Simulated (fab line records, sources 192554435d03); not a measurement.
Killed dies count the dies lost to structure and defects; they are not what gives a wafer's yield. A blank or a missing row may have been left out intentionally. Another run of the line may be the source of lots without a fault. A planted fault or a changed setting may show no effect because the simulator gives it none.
fab line records	flow n5_finfet
record: lots: 6	wafers: 18	last_day: 17
route steps=1938 shown SD_EPI_N@269 PASSIVATION@1936
lots with no fault: from the same line, run without faults
start_h: start of the lot's first displayed wafer, in hours after the record's first day	wait_h: time in hours since the lot's previous step	" repeats the value in the row above	L1.1+2: a single row standing in for several wafers	- no value present, or no start provided	* or withheld: withheld	< > ~ a bound
route shown NAME@n: NAME is a module with steps in the file, n the number in the route of the first one	usual: average and standard deviation across the fault-free wafers	same: alike in all rows	chamber/n: place in a boat	sites: per-site readings	_std_site: standard deviation across them	_edge_site: inner sites' mean taken away from outer sites' mean	radius_mm: how far each site lies from the wafer's centre	mask NAME#n: copy n	behind: the tool/chamber that last shaped the wafer	hold: why the lot was held/for how many hours/how that ended	device: the transistor (n, p or np) that didn't switch	end of line: the route-end tests of the same wafers	step lacking rows: just its recipe	killed: dies lost to structure and defects at the first sort, not the wafer's yield	map: a wafer's dies, x killed, . not, _ none there
set.NAME: the setting the step ran with; set.NAME@STEP: the setting that earlier step ran with	model.NAME: the simulator's own value behind a step, which no gauge read
lots seen at some steps along the route; tables by step, rows by wafer
services: a tool's chamber out of use, with start hour (start_h, from the record's first day; less than 0 if before it), hours out, and reason
== steps ==
step: N5_SD_EPI_N_DEVELOP_08
recipe: develop_time_s: 30	developer: TMAH	resist: CAR-ArF-block	dev_temp_c: 23	rinse_liquid: diw	dry: air_spin
step: N5_SD_EPI_N_CD_MEAS_09
recipe: target_cd_nm: 120	landing_energy_ev: 500	detector: se_inlens
usual: cd_nm: 120.0/0.81
lot.wafer	tool	chamber	start_h	wait_h	cd_nm
L333.3	cd_sem-02	0	63.60	-	119.9
L333.4	"	0	"	"	120.2
L333.6	"	0	"	"	120.0
L334.2	cd_sem-03	0	67.85	-	119.7
L334.4	"	0	"	"	119.0
L334.5	"	0	"	"	119.9
L342.1	cd_sem-02	0	117.34	-	120.8
L342.4	"	0	"	"	122.7
L342.6	"	0	"	"	121.7
L343.1	cd_sem-01	0	120.90	-	121.6
L343.4	"	0	"	"	121.3
L343.5	"	0	"	"	122.3
L344.1	cd_sem-03	0	127.51	-	119.8
L344.2	"	0	"	"	118.9
L344.6	"	0	"	"	119.1
L350.3	cd_sem-03	0	164.47	-	120.3
L350.4	"	0	"	"	121.0
L350.5	"	0	"	"	119.6
step: N5_SD_EPI_N_OVL_MEAS_10
recipe: points_per_wafer: 44
usual: SD_N_BLK_OVL: -0.2/0.75
lot.wafer	tool	chamber	start_h	wait_h	SD_N_BLK_OVL[nm]
L333.3	overlay-01	0	63.63	0.0	-1.2
L333.4	"	0	"	"	-0.1
L333.6	"	0	"	"	0.7
L334.2	overlay-02	0	67.88	0.0	0.0
L334.4	"	0	"	"	0.5
L334.5	"	0	"	"	0.4
L342.1	overlay-02	0	117.37	0.0	-2.1
L342.4	"	0	"	"	-0.9
L342.6	"	0	"	"	-0.8
L343.1	overlay-01	0	120.93	0.0	1.2
L343.4	"	0	"	"	0.4
L343.5	"	0	"	"	-0.7
L344.1	overlay-01	0	127.54	0.0	-0.3
L344.2	"	0	"	"	-1.2
L344.6	"	0	"	"	-0.9
L350.3	overlay-01	0	164.50	0.0	-0.3
L350.4	"	0	"	"	-0.5
L350.5	"	0	"	"	-0.8
step: N5_SD_EPI_N_INSPECT_11
recipe: mode: adi	inspect_instrument: macro
usual: raw_defect_count: 2.2/1.5
lot.wafer	tool	chamber	start_h	wait_h	raw_defect_count
L333.3	defect_inspect-02	-	63.65	0.0	2
L333.4	"	-	"	"	1
L333.6	"	-	"	"	2
L334.2	defect_inspect-02	-	67.91	0.0	3
L334.4	"	-	"	"	0
L334.5	"	-	"	"	0
L342.1	defect_inspect-01	-	117.39	0.0	4
L342.4	"	-	"	"	1
L342.6	"	-	"	"	1
L343.1	defect_inspect-02	-	120.95	0.0	4
L343.4	"	-	"	"	2
L343.5	"	-	"	"	0
L344.1	defect_inspect-02	-	127.56	0.0	1
L344.2	"	-	"	"	4
L344.6	"	-	"	"	2
L350.3	defect_inspect-02	-	164.52	0.0	3
L350.4	"	-	"	"	3
L350.5	"	-	"	"	2
step: N5_SD_EPI_N_DESCUM_14
recipe: chemistry: O2	time_s: 7.9	source_power_w: 50	bias_power_w: 20	pressure_mtorr: 20	rf_frequency_hz: 2.712e+07	temp_c: 40	resist: CAR-ArF-block	o2_flow_sccm: 225
usual: chamber_pressure_mTorr: 20.001/0.018	drypump_motor_current_A: 5.7/0.44	oes_product_au: 0.78/0.1	rf_vpp_V: 242.8/0.98	showerhead_plenum_p_Torr: 2.07/0.057	throttle_valve_pct: 20.5/0.33
lot.wafer	tool	chamber	start_h	wait_h	chamber_pressure_mTorr	drypump_motor_current_A	oes_product_au	rf_hours_counter_h	rf_vpp_V	showerhead_plenum_p_Torr	throttle_valve_pct
L333.3	rie_diel-01	3	63.68	0.0	20.003	6.1	0.89	32	241.9	2.05	20.0
L333.4	"	2	"	"	20.013	5.8	0.66	247	242.0	2.08	20.9
L333.6	"	3	"	"	19.941	6.1	0.90	-	243.2	2.05	20.0
L334.2	rie_diel-06	0	67.94	0.0	19.990	5.7	0.83	80	241.9	2.01	19.9
L334.4	"	3	"	"	20.014	6.0	0.70	191	242.7	2.10	20.9
L334.5	"	0	"	"	19.998	5.7	0.83	-	241.7	2.01	20.0
L342.1	rie_diel-06	1	117.49	0.1	19.988	5.7	0.71	199	243.5	2.07	20.5
L342.4	"	0	"	"	20.023	5.8	0.82	94	241.7	2.01	20.0
L342.6	"	3	"	"	20.026	6.0	0.68	-	241.7	2.10	20.9
L343.1	rie_diel-06	1	120.99	0.0	19.996	5.7	0.70	200	243.1	2.07	20.5
L343.4	"	2	"	"	20.005	4.9	0.94	27	244.4	2.13	20.5
L343.5	"	3	"	"	20.023	6.0	0.68	-	243.5	2.10	20.9
L344.1	rie_diel-01	3	127.75	0.2	20.007	6.1	0.85	57	241.9	2.04	20.0
L344.2	"	1	"	"	20.028	6.3	0.68	234	242.6	2.07	20.7
L344.6	"	3	"	"	20.030	6.1	0.87	-	243.2	2.04	20.0
L350.3	rie_diel-06	0	164.56	0.0	19.997	5.7	0.79	114	241.9	2.00	20.0
L350.4	"	2	"	"	20.020	4.9	0.92	38	243.5	2.13	20.6
L350.5	"	3	"	"	19.994	6.0	0.67	-	243.6	2.09	20.9
step: N5_SD_EPI_N_ETCH_34
recipe: chemistry: CF4	target: SiARC	target_depth_a: 455	mask_material: CAR-ArF-block	time_s: 75.8	ion_energy_ev: 80	pressure_mtorr: 40	source_w: 545	bias_w: 36	Ar_flow_sccm: 100	cf4_flow_sccm: 100	ends: cleared
usual: chamber_pressure_mTorr: 40.00/0.046	drypump_motor_current_A: 5.7/0.44	etch_rf_on_time_s: 75.5/2	oes_product_au: 0.67/0.085	rf_vpp_V: 183.7/1	showerhead_plenum_p_Torr: 2.12/0.045	throttle_valve_pct: 15.6/0.3
lot.wafer	tool	chamber	start_h	wait_h	chamber_pressure_mTorr	drypump_motor_current_A	etch_rf_on_time_s	oes_product_au	rf_hours_counter_h	rf_vpp_V	showerhead_plenum_p_Torr	throttle_valve_pct
L333.3	rie_diel-01	3	63.72	0.0	40.00	6.1	75.5	0.77	32	184.4	2.09	15.1
L333.4	"	2	"	"	40.08	5.8	82.6	0.55	247	184.6	2.11	16.0
L333.6	"	3	"	"	40.00	6.1	75.6	0.76	-	183.2	2.09	15.1
L334.2	rie_diel-06	0	67.97	0.0	40.03	5.8	75.0	0.71	80	183.2	2.08	15.3
L334.4	"	3	"	"	40.03	6.0	76.7	0.60	191	183.5	2.13	15.9
L334.5	"	0	"	"	40.01	5.7	74.6	0.71	-	183.5	2.08	15.3
L342.1	rie_diel-06	1	117.52	0.0	40.01	5.7	73.0	0.61	199	183.6	2.13	15.8
L342.4	"	0	"	"	40.02	5.7	74.8	0.69	94	183.0	2.08	15.3
L342.6	"	3	"	"	40.02	6.0	77.1	0.59	-	183.6	2.12	15.9
L343.1	rie_diel-06	1	121.02	0.0	40.05	5.7	73.3	0.61	200	184.3	2.13	15.8
L343.4	"	2	"	"	39.60	4.9	73.7	0.80	27	184.0	2.17	15.6
L343.5	"	3	"	"	39.96	6.0	77.2	0.58	-	183.4	2.12	15.9
L344.1	rie_diel-01	3	127.78	0.0	39.96	6.1	75.1	0.73	57	184.0	2.08	15.1
L344.2	"	1	"	"	40.03	6.3	78.1	0.58	234	184.3	2.10	15.8
L344.6	"	3	"	"	39.98	6.1	75.9	0.72	-	183.6	2.08	15.1
L350.3	rie_diel-06	0	164.59	0.0	39.98	5.7	75.0	0.68	114	184.4	2.07	15.4
L350.4	"	2	"	"	40.01	4.9	73.4	0.78	38	185.1	2.16	15.6
L350.5	"	3	"	"	39.94	6.0	77.3	0.57	-	183.1	2.11	16.0
step: N5_SD_EPI_N_ETCH_35
recipe: chemistry: N2/H2	target: SOC	overetch_a: 1080	mask_material: SiARC	temp_c: 40	ion_energy_ev: 100	source_w: 3000	bias_w: 133	pressure_mtorr: 20	time_s: 486	n2_flow_sccm: 200	h2_flow_sccm: 200
usual: chamber_pressure_mTorr: 20.002/0.018	drypump_motor_current_A: 5.7/0.44	oes_product_au: 0.69/0.084	rf_vpp_V: 240.3/1.1	showerhead_plenum_p_Torr: 2.51/0.061	throttle_valve_pct: 23.8/0.34
lot.wafer	tool	chamber	start_h	wait_h	chamber_pressure_mTorr	drypump_motor_current_A	oes_product_au	rf_hours_counter_h	rf_vpp_V	showerhead_plenum_p_Torr	throttle_valve_pct
L333.3	rie_diel-01	3	63.77	0.0	20.004	6.1	0.79	32	240.3	2.48	23.3
L333.4	"	2	"	"	20.013	5.8	0.60	247	239.2	2.48	23.9
L333.6	"	3	"	"	19.993	6.1	0.80	-	239.6	2.48	23.4
L334.2	rie_diel-06	0	68.03	0.0	19.986	5.7	0.73	80	241.2	2.45	23.3
L334.4	"	3	"	"	20.008	6.0	0.63	191	240.2	2.52	24.1
L334.5	"	0	"	"	20.009	5.7	0.74	-	240.0	2.45	23.3
L342.1	rie_diel-06	1	117.58	0.0	19.996	5.8	0.63	199	239.7	2.50	23.8
L342.4	"	0	"	"	19.975	5.7	0.72	94	238.9	2.44	23.3
L342.6	"	3	"	"	20.086	6.0	0.62	-	240.3	2.51	24.1
L343.1	rie_diel-06	1	121.08	0.0	19.999	5.8	0.63	200	240.0	2.50	23.8
L343.4	"	2	"	"	20.008	4.9	0.83	27	242.3	2.59	24.1
L343.5	"	3	"	"	19.998	6.0	0.62	-	239.3	2.51	24.1
L344.1	rie_diel-01	3	127.84	0.0	19.997	6.1	0.76	58	240.4	2.47	23.4
L344.2	"	1	"	"	19.972	6.3	0.62	235	240.8	2.48	23.7
L344.6	"	3	"	"	20.016	6.1	0.76	-	240.7	2.47	23.4
L350.3	rie_diel-06	0	164.65	0.0	20.007	5.7	0.70	114	241.4	2.44	23.3
L350.4	"	2	"	"	20.001	4.9	0.81	39	241.6	2.59	24.1
L350.5	"	3	"	"	19.997	6.0	0.61	-	239.4	2.50	24.1
step: N5_SD_EPI_N_STRIP_36
recipe: chemistry: N2/H2	temp_c: 40	n2_flow_sccm: 200	h2_flow_sccm: 200	rf_frequency_hz: 6e+07
step: N5_SD_EPI_N_ETCHBACK_44
recipe: chemistry: CH3F/O2	mode: anisotropic_etchback	target: SiNx	target_depth_a: 145	stop_on: SiO2	over_etch_frac: 0.3	ion_energy_ev: 120	pressure_mtorr: 30	source_w: 395	bias_w: 73	Ar_flow_sccm: 150	CH3F_flow_sccm: 30	O2_flow_sccm: 20
step: N5_SD_EPI_N_ETCH_45
recipe: chemistry: CH3F/O2	target: SiOCN	target_depth_a: 60	mask_material: SOC	ion_energy_ev: 60	bias_w: 29	pressure_mtorr: 15	source_w: 410	Ar_flow_sccm: 150	CH3F_flow_sccm: 30	O2_flow_sccm: 20
step: N5_SD_EPI_N_ETCH_16
recipe: chemistry: CHF3/O2	target: SiO2	target_depth_a: 50	mask_material: SOC	pressure_mtorr: 30	source_w: 650	bias_w: 170	Ar_flow_sccm: 200	CHF3_flow_sccm: 50	O2_flow_sccm: 5	ion_energy_ev: 200
usual: CHF3_flow_sccm: 49.98/0.15	chamber_pressure_mTorr: 29.998/0.025	drypump_motor_current_A: 5.7/0.44	oes_product_au: 0.78/0.1	rf_vpp_V: 525/9.9	showerhead_plenum_p_Torr: 2.39/0.049	throttle_valve_pct: 18.93/0.29
lot.wafer	tool	chamber	start_h	wait_h	CHF3_flow_sccm	chamber_pressure_mTorr	drypump_motor_current_A	oes_product_au	rf_hours_counter_h	rf_vpp_V	showerhead_plenum_p_Torr	throttle_valve_pct
L333.3	rie_diel-01	3	64.30	0.1	49.81	29.979	6.1	0.90	33	518	2.36	18.41
L333.4	"	2	"	"	50.02	29.978	5.8	0.66	247	525	2.37	19.21
L333.6	"	3	"	"	49.68	29.981	6.1	0.90	-	518	2.36	18.43
L334.2	rie_diel-06	0	68.55	0.1	49.89	29.963	5.7	0.82	80	520	2.35	18.60
L334.4	"	3	"	"	49.96	29.979	6.0	0.70	191	522	2.39	19.19
L334.5	"	0	"	"	49.89	29.955	5.8	0.83	-	520	2.35	18.61
L342.1	rie_diel-06	1	118.10	0.1	50.09	30.009	5.7	0.71	199	531	2.38	19.02
L342.4	"	0	"	"	49.66	30.063	5.7	0.82	94	520	2.34	18.63
L342.6	"	3	"	"	49.80	30.034	6.0	0.68	-	521	2.39	19.19
L343.1	rie_diel-06	1	121.60	0.1	50.13	30.003	5.7	0.70	200	531	2.38	19.03
L343.4	"	2	"	"	49.92	30.022	4.9	0.94	27	542	2.45	18.98
L343.5	"	3	"	"	50.05	29.980	6.0	0.67	-	521	2.39	19.21
L344.1	rie_diel-01	3	128.36	0.1	50.05	30.012	6.1	0.87	58	518	2.35	18.47
L344.2	"	1	"	"	49.84	29.986	6.3	0.69	235	510	2.37	19.06
L344.6	"	3	"	"	49.95	29.973	6.1	0.87	-	518	2.35	18.47
L350.3	rie_diel-06	0	165.17	0.1	50.11	30.018	5.8	0.79	114	521	2.34	18.67
L350.4	"	2	"	"	49.90	29.932	4.9	0.92	39	543	2.44	19.00
L350.5	"	3	"	"	49.88	30.016	6.0	0.67	-	522	2.38	19.23
step: N5_SD_EPI_N_STRIP_47
recipe: chemistry: CHF3/O2	resist: SiARC	rf_frequency_hz: 6e+07
step: N5_SD_EPI_N_SD_RECESS_17
recipe: chemistry: HBr/Cl2/O2	target_depth_a: 410	mask_material: SOC	time_s: 23.7	bt_time_s: 3	pressure_mtorr: 10	icp_w: 800	bias_w: 112	HBr_flow_sccm: 150	Cl2_flow_sccm: 80	O2_flow_sccm: 12
usual: chamber_pressure_mTorr: 9.999/0.0091	drypump_motor_current_A: 5.6/0.46	oes_product_au: 1.004/0.018	throttle_valve_pct: 37.3/0.4
lot.wafer	tool	chamber	start_h	wait_h	chamber_pressure_mTorr	drypump_motor_current_A	oes_product_au	rf_hours_counter_h	throttle_valve_pct	model.SD_EPI_N.feature_depth_nm	model.etch.depth_nm	model.Si_of_WELL_APT_EPI_41.thk_nm
L333.3	rie_si-05	3	64.37	0.0	10.005	5.4	0.965	42	38.0	41	41.1	8.8
L333.4	"	2	"	"	10.002	6.6	1.002	28	37.6	40.8	40.71	9.6
L333.6	"	0	"	"	9.989	6.0	1.015	-	36.7	41.4	41.46	8.4
L334.2	rie_si-03	2	68.63	0.0	10.010	5.4	0.994	106	37.5	41.6	41.63	7.6
L334.4	"	0	"	"	10.011	5.7	0.971	111	36.8	41	41.08	8.4
L334.5	"	2	"	"	10.009	5.5	1.000	-	37.6	41.4	41.45	8
L342.1	rie_si-05	1	118.18	0.0	10.004	5.8	0.969	96	37.2	34.8	34.84	15
L342.4	"	2	"	"	10.001	6.6	0.953	28	37.7	33.8	33.86	15
L342.6	"	1	"	"	10.003	5.8	0.970	-	37.2	34.6	34.66	14.6
L343.1	rie_si-05	0	121.68	0.0	10.013	6.0	0.963	63	36.8	34.2	34.27	15.4
L343.4	"	3	"	"	9.993	5.4	0.933	43	38.0	34.8	34.78	15.8
L343.5	"	2	"	"	9.992	6.6	1.009	-	37.6	40.4	40.34	9.8
L344.1	rie_si-04	0	128.44	0.0	10.006	5.0	0.991	5	37.0	41	40.9	8.6
L344.2	"	1	"	"	9.996	5.2	1.022	55	37.0	41	40.99	8.4
L344.6	"	3	"	"	9.987	5.2	1.022	-	37.0	40.6	40.54	8.6
L350.3	rie_si-03	1	165.24	0.0	9.994	5.8	1.025	106	37.7	42.2	42.14	8.8
L350.4	"	2	"	"	10.004	5.5	1.002	107	37.5	41.6	41.63	9.2
L350.5	"	0	"	"	9.997	5.7	0.979	-	36.8	41.2	41.29	8.8
step: N5_SD_EPI_N_STRIP_38
recipe: chemistry: N2/H2	power_w: 1000	temp_c: 250	h2_frac: 0.65	overash_fraction: 0.3	pressure_mtorr: withheld	n2_flow_sccm: 1750	h2_flow_sccm: 3250
usual: drypump_motor_current_A: 5.5/0.55	heater_power_w: 336/11	oes_product_au: 0.761/0.011
same: overash_fraction: 0.3
lot.wafer	tool	chamber	start_h	wait_h	drypump_motor_current_A	heater_power_w	oes_product_au	rf_hours_counter_h
L333.3	plasma_asher-01	1	64.48	0.1	4.7	327	0.769	-
L333.4	"	0	"	"	5.7	328	0.753	-
L333.6	"	1	"	"	4.7	320	0.791	-
L334.2	plasma_asher-01	0	68.72	0.1	5.7	350	0.765	86
L334.4	"	1	"	"	4.7	318	0.768	-
L334.5	"	1	"	"	4.8	321	0.770	-
L342.1	plasma_asher-01	0	118.27	0.1	5.7	348	0.741	96
L342.4	"	0	"	"	5.6	345	0.771	-
L342.6	"	1	"	"	4.7	324	0.754	-
L343.1	plasma_asher-02	1	121.77	0.1	5.8	349	0.768	46
L343.4	"	0	"	"	6.2	327	0.761	-
L343.5	"	1	"	"	5.8	345	0.759	-
L344.1	plasma_asher-01	0	128.53	0.1	5.7	347	0.759	99
L344.2	"	1	"	"	4.7	312	0.765	99
L344.6	"	1	"	"	4.8	326	0.760	-
L350.3	plasma_asher-01	0	165.36	0.1	5.7	354	0.764	-
L350.4	"	1	"	"	4.7	320	0.749	-
L350.5	"	0	"	"	5.7	346	0.763	-
step: N5_SD_EPI_N_WET_ETCH_43
recipe: chemistry: dHF	dilution: withheld	time_s: 14	target: SiO2	target_depth_a: 15	temp_c: 25
step: N5_SD_EPI_N_STRIP_18
recipe: chemistry: SPM	time_s: 750	temp_c: 130	h2so4_h2o2_vol_ratio: 4
usual: bath_guard_temp_C: 130.0/0.44
lot.wafer	tool	chamber	start_h	wait_h	bath_guard_temp_C	model.Si_of_WELL_APT_EPI_41.thk_nm
L333.3	wet_bench-04	3	64.56	0.0	129.6	8.4
L333.4	"	1	"	"	130.0	9.2
L333.6	"	5	"	"	130.3	8
L334.2	wet_bench-03	1	68.81	0.0	129.8	7.2
L334.4	"	7	"	"	130.6	8.2
L334.5	"	3	"	"	129.9	7.6
L342.1	wet_bench-05	5	118.36	0.0	130.4	14.6
L342.4	"	4	"	"	130.7	14.6
L342.6	"	6	"	"	129.7	14.2
L343.1	wet_bench-03	5	121.86	0.0	130.6	15.2
L343.4	"	2	"	"	130.2	15.4
L343.5	"	6	"	"	129.8	9.4
L344.1	wet_bench-03	6	128.62	0.0	129.8	8.2
L344.2	"	0	"	"	129.8	8
L344.6	"	4	"	"	130.0	8.2
L350.3	wet_bench-04	3	165.43	0.0	129.4	8.4
L350.4	"	0	"	"	130.1	8.8
L350.5	"	5	"	"	130.7	8.4
step: N5_SD_EPI_N_SRD_20
recipe: dry: ipa_marangoni	do_ppb: 5	time_s: 30	temp_c: 23	rinse_liquid: diw
step: N5_PASSIVATION_PROBE_49
usual: killed_at_M0_to_M3: 35/11	killed_at_M4_up: 14/5.4	killed_at_contacts: 13/6	killed_at_front_end: 38/11	killed_at_other: 3.4/2.6	killed_dies: 104/19	killed_open: 68/13	killed_short: 34/8.5
same: gross_dies: 1180	killed_at_back_side: 0
lot.wafer	tool	chamber	start_h	wait_h	killed_at_M0_to_M3	killed_at_M4_up	killed_at_contacts	killed_at_front_end	killed_at_other	killed_dies	killed_open	killed_short
L344.1	prober-01	-	395.56	0.0	26	5	15	25	4	75	56	19
killed by level:class
L344.1 MOL_CONTACT_COAG:geometric_particle:open=13 BEOL_M2:geometric_particle:open=7 DUMMY_GATE:geometric_particle:open=5 FIN_SAQP:geometric_particle:open=4 STI_FIN_REVEAL:geometric_particle:open=4 BEOL_M1:geometric_particle:open=4 BEOL_M0:geometric_particle:open=4 BEOL_M0_SAQP:geometric_particle:open=3
== services ==
tool	chamber	start_h	hours	kind
wet_bench-05	-	44.70	1.7	repair
wet_bench-03	-	49.08	2.1	repair
rie_si-03	-	67.54	0.3	repair
rie_diel-01	2	75.48	-	clean
rie_diel-01	2	75.48	-	consumable_replace:focus_ring
rie_diel-01	2	75.48	20.9	scheduled_down
rie_diel-01	2	75.48	20.9	vent_cycle
rie_diel-06	0	76.12	3.5	repair
rie_si-05	2	91.24	4.4	repair
rie_diel-06	2	127.22	13.3	repair
rie_diel-01	3	129.40	7.0	repair
rie_diel-06	1	153.08	4.2	repair
rie_diel-01	1	162.13	-	clean
rie_diel-01	1	162.13	-	consumable_replace:focus_ring
rie_diel-01	1	162.13	17.2	scheduled_down
rie_diel-01	1	162.13	17.2	vent_cycle
== key ==
first_sign: step: N5_SD_EPI_N_SD_RECESS_17	reading: oes_product_au	direction: down	sigmas: 2.5	usual: 1.004	struck: 0.957
effect none on later readings
model_effect: step: N5_SD_EPI_N_SD_RECESS_17	value: SD_EPI_N.feature_depth_nm	without: 40.92	struck: 34.44
model_effect: step: N5_SD_EPI_N_STRIP_18	value: Si_of_WELL_APT_EPI_41.thk_nm	without: 8.36	struck: 14.8
met_at N5_SD_EPI_N_SD_RECESS_17
struck_wafers L342.1,L342.4,L342.6,L343.1,L343.4
tester_left_out L342,L343
onset_between 64.37 118.18
fault: kind: process_parameter_drift	tool: rie_si-05	chamber: -	onset_h: 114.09	steps: N5_SD_EPI_N_SD_RECESS_17	channel: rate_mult	offset: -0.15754	shape: step	end_h: 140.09	scope: struck_wafers_only
tester_left_out: of these lots the tester's yield and bins aren't shown, on N5 and GAA mostly nor the transistor test; their killed dies are dies lost to structure and defects alone, not to doping, threshold or leakage, so they don't give the yield
